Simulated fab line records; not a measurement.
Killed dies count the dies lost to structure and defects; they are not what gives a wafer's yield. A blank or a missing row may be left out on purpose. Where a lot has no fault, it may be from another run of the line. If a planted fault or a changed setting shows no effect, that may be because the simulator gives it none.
fab line records | flow n5_finfet
[record] lots = 7 | wafers = 39
route steps=1938 shown DUMMY_GATE@228 SD_EPI_N@277 HKMG_FIN@413 MOL_CONTACT_COAG@535 BEOL_M4@1111
start_h: the number of hours between the record's first day and the start of the first shown wafer of the lot | wait_h: hours since the lot's step before | " unchanged from the row above | L1.1+2: one row covering several wafers at once | - value missing, or start not given | * or withheld: withheld | < > ~ a bound
route shown NAME@n: a module of which the file shows steps, and the number in the route of the first | usual: mean and standard deviation over wafers with no fault | same: alike in all rows | chamber/n: place in a boat | sites: per-site readings | _std_site: standard deviation of those values | _edge_site: inner sites' mean taken away from outer sites' mean | radius_mm: how far each site lies from the wafer's centre | mask NAME#n: copy n | behind: the most recent tool/chamber to have shaped the wafer | hold: what put the lot on hold/how long, in hours/how the hold closed | device: whichever transistor did not switch (one of n, p or np) | end of line: the route-end tests of the same wafers | a step without rows: its recipe alone | killed: at the first sort, the dies lost to defects and structure; wafer yield is something else | map: per-die view of a wafer (x killed, . not killed, _ where there is no die)
set.NAME: the setting the step ran with; set.NAME@STEP: the setting that earlier step ran with | model.NAME: the simulator's own value behind a step, which no gauge read
lots where settings were altered on purpose, with a table for each step and a row for each wafer
[[steps]]
[step N5_DUMMY_GATE_EXPOSE_12]
[recipe] mask_id = GATE | na = 0.33 | source_shape = annular | sigma_inner = 0.2 | sigma_outer = 0.6 | polarization = unpolarized | target_cd_nm = 25 | dose_mj = 34
[step N5_DUMMY_GATE_ETCH_42]
[recipe] chemistry = CHF3/O2 | target = SiO2 | target_depth_a = 35 | time_s = 31 | ion_energy_ev = 30 | bias_w = 12 | pressure_mtorr = 30 | source_w = 600 | Ar_flow_sccm = 200 | CHF3_flow_sccm = 50 | O2_flow_sccm = 5
[step N5_SD_EPI_N_ETCHBACK_44]
[recipe] chemistry = CH3F/O2 | mode = anisotropic_etchback | target = SiNx | target_depth_a = 145 | stop_on = SiO2 | over_etch_frac = 0.3 | ion_energy_ev = 120 | pressure_mtorr = 30 | source_w = 395 | bias_w = 73 | Ar_flow_sccm = 150 | CH3F_flow_sccm = 30 | O2_flow_sccm = 20
[step N5_HKMG_FIN_CVD_62]
[recipe] material = a-Si | target_thk_a = 30 | temp_c = 500 | precursor = Si2H6 | pressure_torr = 1 | time_s = 20.8
[step N5_HKMG_FIN_ETCH_35]
[recipe] chemistry = N2/H2 | target = SOC | target_depth_a = 2158 | ion_energy_ev = 65 | bias_w = 5 | source_w = 3000 | time_s = 243.4 | pressure_mtorr = 30 | n2_flow_sccm = 200 | h2_flow_sccm = 200
[step N5_HKMG_FIN_ALD_91]
[recipe] material = TiN | target_thk_a = 10 | temp_c = 400 | ald_precursor_family = TiCl4 | ald_co_reactant = NH3 | pulse_time_s = 1 | purge_time_s = 3 | co_reactant_purge_time_s = 2 | co_reactant_pulse_time_s = 2 | ald_cycles = 47 | pressure_torr = 3
[step N5_MOL_CONTACT_COAG_CONTACT_ETCH_14]
[recipe] chemistry = C4F6/O2 | target = SiO2 | target_depth_a = 275 | overetch_a = 85 | mask_material = SOC | pressure_mtorr = 30 | source_w = 370 | bias_w = 185 | Ar_flow_sccm = 300 | C4F6_flow_sccm = 16 | O2_flow_sccm = 10 | time_s = 20 | ion_energy_ev = 259.6
[step N5_MOL_CONTACT_COAG_ETCH_110]
[recipe] chemistry = CF4/O2 | target = Si | target_depth_a = 25 | time_s = 8 | pressure_mtorr = 100 | source_w = 200 | bias_w = 12 | ion_energy_ev = 60 | Ar_flow_sccm = 100 | cf4_flow_sccm = 100 | O2_flow_sccm = 10
[step N5_MOL_CONTACT_COAG_ALD_133]
[recipe] material = SiO2 | target_thk_a = 50 | temp_c = 100 | ald_precursor_family = BDEAS | ald_co_reactant = O2-plasma | pulse_time_s = 1 | co_reactant_pulse_time_s = 1 | purge_time_s = 2 | co_reactant_purge_time_s = 2 | ald_cycles = 35 | pressure_torr = 2
[step N5_BEOL_M4_RC_MEAS_101]
[usual] DIBL_N = 36.4/1.5 | DIBL_P = 36.4/1.6 | IOFF_N_LONG = 5.55e-05/2.1e-06 | IOFF_P = 0.214/0.028 | IOFF_P_85C = 3.7/0.41 | VT_N = 249.2/2.7 | VT_N_LONG = 274.8/2.2 | VT_N_LVT = 98.0/2.9
lot.wafer | tool      | chamber | start_h | wait_h | set.dose_mj@DUMMY_GATE_EXPOSE_12 | set.bias_w@DUMMY_GATE_ETCH_42 | set.over_etch_frac@SD_EPI_N_ETCHBACK_44 | set.target_thk_a@HKMG_FIN_CVD_62 | set.target_depth_a@HKMG_FIN_ETCH_35 | set.temp_c@HKMG_FIN_ALD_91 | set.time_s@MOL_CONTACT_COAG_CONTACT_ETCH_14 | set.source_w@MOL_CONTACT_COAG_ETCH_110 | set.temp_c@MOL_CONTACT_COAG_ALD_133 | DIBL_N[mV/V] | DIBL_P[mV/V] | IOFF_N_LONG[nA/um] | IOFF_P[nA/um] | IOFF_P_85C[nA/um] | VT_N[mV] | VT_N_LONG[mV] | VT_N_LVT[mV]
L075.1    | prober-01 | 0       | 177.93  | 0.0    | 34                               | 13.32                         | 0.3                                     | 30                               | 2158                                | 400                        | 20                                          | 200                                    | 97.54                               | 37.4         | 35.4         | 5.37e-05           | 0.213         | 3.7               | 251.9    | 276.8         | 101.3
L075.2    | "         | 0       | "       | "      | 34                               | 12                            | 0.3                                     | 26.76                            | 2158                                | 400                        | 20                                          | 200                                    | 100                                 | 38.6         | 37.0         | 5.3e-05            | 0.269         | 4.5               | 249.2    | 273.7         | 100.3
L075.3    | "         | 0       | "       | "      | 34                               | 13.32                         | 0.3                                     | 30                               | 2158                                | 409.1                      | 20                                          | 200                                    | 100                                 | 39.6         | 37.6         | 4.87e-05           | 0.259         | 4.4               | 253.7    | 280.3         | 102.1
L075.4    | "         | 0       | "       | "      | 34                               | 12                            | 0.3                                     | 26.76                            | 2158                                | 400                        | 21.48                                       | 200                                    | 100                                 | 36.1         | 33.7         | 5.4e-05            | 0.204         | 3.6               | 254.3    | 276.4         | 104.8
L075.5    | "         | 0       | "       | "      | 34                               | 12                            | 0.3                                     | 30                               | 2158                                | 409.1                      | 21.48                                       | 200                                    | 97.54                               | 38.6         | 36.5         | 4.9e-05            | 0.247         | 4.2               | 254.5    | 281.7         | 103.4
L075.6    | "         | 0       | "       | "      | 34                               | 13.32                         | 0.3                                     | 26.76                            | 2158                                | 409.1                      | 21.48                                       | 200                                    | 97.54                               | 36.4         | 34.3         | 4.83e-05           | 0.236         | 4.1               | 257.6    | 282.3         | 108.2
L077.1    | prober-01 | 0       | 183.12  | 0.0    | 34                               | 11.01                         | 0.3                                     | 34.1                             | 2083                                | 412.9                      | 20                                          | 234.2                                  | 100                                 | 36.3         | 37.1         | 4.7e-05            | 0.149         | 2.7               | 254.2    | 277.4         | 94.4
L077.2    | "         | 0       | "       | "      | 34                               | 11.01                         | 0.3236                                  | 30                               | 2083                                | 412.9                      | 20                                          | 200                                    | 100                                 | 34.2         | 34.1         | 4.72e-05           | 0.154         | 2.8               | 261.3    | 279.8         | 108.0
L077.3    | "         | 0       | "       | "      | 32.62                            | 12                            | 0.3236                                  | 30                               | 2083                                | 400                        | 20                                          | 234.2                                  | 100                                 | 32.8         | 32.8         | 5.4e-05            | 0.134         | 2.5               | 253.5    | 276.6         | 101.7
L077.4    | "         | 0       | "       | "      | 32.62                            | 12                            | 0.3                                     | 34.1                             | 2158                                | 400                        | 20                                          | 200                                    | 100                                 | 33.5         | 33.8         | 5.22e-05           | 0.117         | 2.3               | 253.3    | 276.2         | 93.4
L077.5    | "         | 0       | "       | "      | 32.62                            | 11.01                         | 0.3                                     | 30                               | 2158                                | 400                        | 20                                          | 200                                    | 100                                 | 33.3         | 33.3         | 5.4e-05            | 0.138         | 2.6               | 253.9    | 273.5         | 100.3
L077.6    | "         | 0       | "       | "      | 34                               | 12                            | 0.3236                                  | 34.1                             | 2158                                | 412.9                      | 20                                          | 234.2                                  | 100                                 | 35.7         | 35.6         | 4.72e-05           | 0.138         | 2.6               | 258.3    | 282.2         | 97.8
L080.1    | prober-01 | 0       | 204.93  | 0.0    | 34                               | 12                            | 0.3121                                  | 30                               | 2158                                | 400                        | 21.84                                       | 178.1                                  | 100                                 | 37.0         | 38.8         | 5.75e-05           | 0.243         | 4.2               | 247.9    | 272.6         | 95.7
L080.2    | "         | 0       | "       | "      | 34                               | 12                            | 0.3121                                  | 30                               | 2158                                | 400                        | 20                                          | 200                                    | 100                                 | 36.8         | 37.9         | 5.72e-05           | 0.231         | 3.9               | 249.9    | 273.8         | 98.1
L080.3    | "         | 0       | "       | "      | 34                               | 12                            | 0.3                                     | 30                               | 2158                                | 415.3                      | 21.84                                       | 178.1                                  | 104.4                               | 37.1         | 39.1         | 4.77e-05           | 0.268         | 4.4               | 256.6    | 283.0         | 103.0
L080.4    | "         | 0       | "       | "      | 34                               | 12                            | 0.3                                     | 30                               | 2158                                | 400                        | 21.84                                       | 200                                    | 104.4                               | 35.8         | 37.2         | 5.74e-05           | 0.212         | 3.7               | 251.4    | 271.7         | 97.5
L080.5    | "         | 0       | "       | "      | 34                               | 12                            | 0.3121                                  | 30                               | 2158                                | 415.3                      | 20                                          | 200                                    | 100                                 | 37.9         | 40.2         | 4.91e-05           | 0.282         | 4.7               | 253.7    | 283.1         | 100.5
L080.6    | "         | 0       | "       | "      | 34                               | 12                            | 0.3                                     | 30                               | 2158                                | 415.3                      | 20                                          | 178.1                                  | 104.4                               | 37.3         | 39.3         | 4.89e-05           | 0.264         | 4.4               | 254.3    | 277.6         | 104.1
L088.1    | prober-01 | 0       | 243.32  | 0.0    | 34                               | 9.709                         | 0.3                                     | 27.34                            | 2158                                | 400                        | 20                                          | 200                                    | 100                                 | 37.5         | 38.4         | 5.56e-05           | 0.258         | 4.3               | 248.0    | 277.1         | 95.7
L088.2    | "         | 0       | "       | "      | 36.49                            | 9.709                         | 0.3                                     | 30                               | 2158                                | 400                        | 20                                          | 200                                    | 96.82                               | 41.2         | 43.4         | 5.68e-05           | 0.329         | 5.3               | 246.2    | 273.5         | 91.4
L088.3    | "         | 0       | "       | "      | 34                               | 12                            | 0.3                                     | 30                               | 2158                                | 409.1                      | 20                                          | 200                                    | 96.82                               | 37.9         | 38.8         | 5.22e-05           | 0.254         | 4.2               | 252.3    | 280.6         | 97.2
L088.4    | "         | 0       | "       | "      | 34                               | 12                            | 0.3                                     | 30                               | 2158                                | 400                        | 20                                          | 200                                    | 100                                 | 36.9         | 38.0         | 5.74e-05           | 0.230         | 3.9               | 248.4    | 273.7         | 93.9
L088.5    | "         | 0       | "       | "      | 36.49                            | 9.709                         | 0.3                                     | 27.34                            | 2158                                | 409.1                      | 20                                          | 200                                    | 100                                 | 41.0         | 44.3         | 5.04e-05           | 0.369         | 5.8               | 249.6    | 277.6         | 96.4
L088.6    | "         | 0       | "       | "      | 36.49                            | 12                            | 0.3                                     | 27.34                            | 2158                                | 409.1                      | 20                                          | 200                                    | 96.82                               | 41.3         | 43.9         | 5.25e-05           | 0.373         | 5.9               | 248.5    | 275.3         | 96.0
L091.2    | prober-01 | 0       | 272.26  | 0.2    | 34                               | 12                            | 0.3                                     | 30                               | 2158                                | 400                        | 20                                          | 200                                    | 100                                 | 36.8         | 37.4         | 5.82e-05           | 0.221         | 3.9               | 245.9    | 273.7         | 93.3
L091.4    | "         | 0       | "       | "      | 34                               | 12                            | 0.3                                     | 30                               | 2158                                | 400                        | 20                                          | 200                                    | 100                                 | 36.9         | 37.5         | 5.89e-05           | 0.225         | 3.9               | 245.8    | 270.3         | 93.4
L091.6    | "         | 0       | "       | "      | 34                               | 12                            | 0.3                                     | 30                               | 2158                                | 400                        | 20                                          | 200                                    | 100                                 | 38.5         | 39.4         | 5.84e-05           | 0.256         | 4.4               | 242.5    | 271.2         | 91.2
L092.1    | prober-02 | 0       | 276.77  | 0.0    | 34                               | 12                            | 0.3                                     | 30                               | 2158                                | 385.7                      | 20                                          | 169                                    | 100                                 | 36.6         | 36.1         | 6.44e-05           | 0.207         | 3.6               | 240.0    | 268.4         | 92.4
L092.2    | "         | 0       | "       | "      | 34                               | 12                            | 0.2847                                  | 30                               | 2158                                | 400                        | 20                                          | 200                                    | 100                                 | 37.0         | 37.2         | 5.4e-05            | 0.237         | 4.0               | 247.4    | 278.0         | 101.2
L092.3    | "         | 0       | "       | "      | 34                               | 14.12                         | 0.3                                     | 26.7                             | 2158                                | 385.7                      | 17.63                                       | 169                                    | 100                                 | 37.7         | 37.9         | 6.55e-05           | 0.240         | 4.1               | 238.0    | 268.3         | 91.6
L092.4    | "         | 0       | "       | "      | 31.97                            | 12                            | 0.3                                     | 26.7                             | 2158                                | 400                        | 17.63                                       | 200                                    | 95.4                                | 31.9         | 30.5         | 5.49e-05           | 0.157         | 2.8               | 254.0    | 276.6         | 106.0
L092.5    | "         | 0       | "       | "      | 31.97                            | 14.12                         | 0.2847                                  | 26.7                             | 2158                                | 400                        | 20                                          | 169                                    | 95.4                                | 35.2         | 34.5         | 5.45e-05           | 0.212         | 3.7               | 247.6    | 276.0         | 101.2
L092.6    | "         | 0       | "       | "      | 31.97                            | 14.12                         | 0.2847                                  | 30                               | 2158                                | 385.7                      | 17.63                                       | 200                                    | 95.4                                | 32.9         | 32.0         | 6.4e-05            | 0.153         | 2.8               | 245.5    | 270.6         | 97.2
L094.1    | prober-01 | 0       | 288.38  | 0.0    | 32.64                            | 12                            | 0.3                                     | 30                               | 2158                                | 412.8                      | 20                                          | 200                                    | 103.9                               | 34.6         | 34.5         | 4.94e-05           | 0.190         | 3.4               | 255.0    | 280.1         | 103.1
L094.2    | "         | 0       | "       | "      | 32.64                            | 13.53                         | 0.3                                     | 30                               | 2158                                | 400                        | 16.45                                       | 229.7                                  | 100                                 | 33.7         | 34.0         | 5.69e-05           | 0.170         | 3.0               | 249.4    | 272.8         | 98.2
L094.3    | "         | 0       | "       | "      | 34                               | 12                            | 0.3                                     | 30                               | 1944                                | 400                        | 16.45                                       | 200                                    | 103.9                               | 36.7         | 37.4         | 5.64e-05           | 0.208         | 3.6               | 248.8    | 273.7         | 96.8
L094.4    | "         | 0       | "       | "      | 32.64                            | 12                            | 0.3                                     | 30                               | 1944                                | 412.8                      | 20                                          | 200                                    | 100                                 | 35.3         | 35.6         | 4.86e-05           | 0.193         | 3.4               | 255.3    | 278.7         | 101.0
L094.5    | "         | 0       | "       | "      | 34                               | 13.53                         | 0.3                                     | 30                               | 2158                                | 412.8                      | 16.45                                       | 229.7                                  | 103.9                               | 38.9         | 40.0         | 5.03e-05           | 0.267         | 4.5               | 249.9    | 280.1         | 96.7
L094.6    | "         | 0       | "       | "      | 34                               | 13.53                         | 0.3                                     | 30                               | 1944                                | 400                        | 20                                          | 229.7                                  | 100                                 | 35.5         | 35.8         | 5.55e-05           | 0.189         | 3.3               | 253.0    | 274.8         | 97.6
[[key]]
[split] step = N5_DUMMY_GATE_EXPOSE_12 | setting = dose_mj | stated_as = 34
[response] step = N5_BEOL_M4_RC_MEAS_101 | reading = DIBL_P | slope = +0.755 | per = 1% | together_with = all | explained = 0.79
[response] step = N5_BEOL_M4_RC_MEAS_101 | reading = IOFF_P_85C | slope = +0.173 | per = 1% | together_with = all | explained = 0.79
[response] step = N5_BEOL_M4_RC_MEAS_101 | reading = IOFF_P | slope = +0.0121 | per = 1% | together_with = all | explained = 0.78
[response] step = N5_BEOL_M4_RC_MEAS_101 | reading = DIBL_N | slope = +0.568 | per = 1% | together_with = all | explained = 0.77
[split] step = N5_DUMMY_GATE_ETCH_42 | setting = bias_w | stated_as = 12
response none clear
[split] step = N5_SD_EPI_N_ETCHBACK_44 | setting = over_etch_frac | stated_as = 0.3
response none clear
[split] step = N5_HKMG_FIN_CVD_62 | setting = target_thk_a | stated_as = 30
response none clear
[split] step = N5_HKMG_FIN_ETCH_35 | setting = target_depth_a | stated_as = 2158
response none clear
[split] step = N5_HKMG_FIN_ALD_91 | setting = temp_c | stated_as = 400
[response] step = N5_BEOL_M4_RC_MEAS_101 | reading = IOFF_N_LONG | slope = -2.28e-06 | per = 1% | together_with = all | explained = 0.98
[response] step = N5_BEOL_M4_RC_MEAS_101 | reading = VT_N_LONG | slope = +1.96 | per = 1% | together_with = all | explained = 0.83
[response] step = N5_BEOL_M4_RC_MEAS_101 | reading = VT_N | slope = +1.53 | per = 1% | together_with = all | explained = 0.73
[response] step = N5_BEOL_M4_RC_MEAS_101 | reading = VT_N_LVT | slope = +1.41 | per = 1% | together_with = all | explained = 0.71
[split] step = N5_MOL_CONTACT_COAG_CONTACT_ETCH_14 | setting = time_s | stated_as = 20
response none clear
[split] step = N5_MOL_CONTACT_COAG_ETCH_110 | setting = source_w | stated_as = 200
response none clear
[split] step = N5_MOL_CONTACT_COAG_ALD_133 | setting = temp_c | stated_as = 100
response none clear
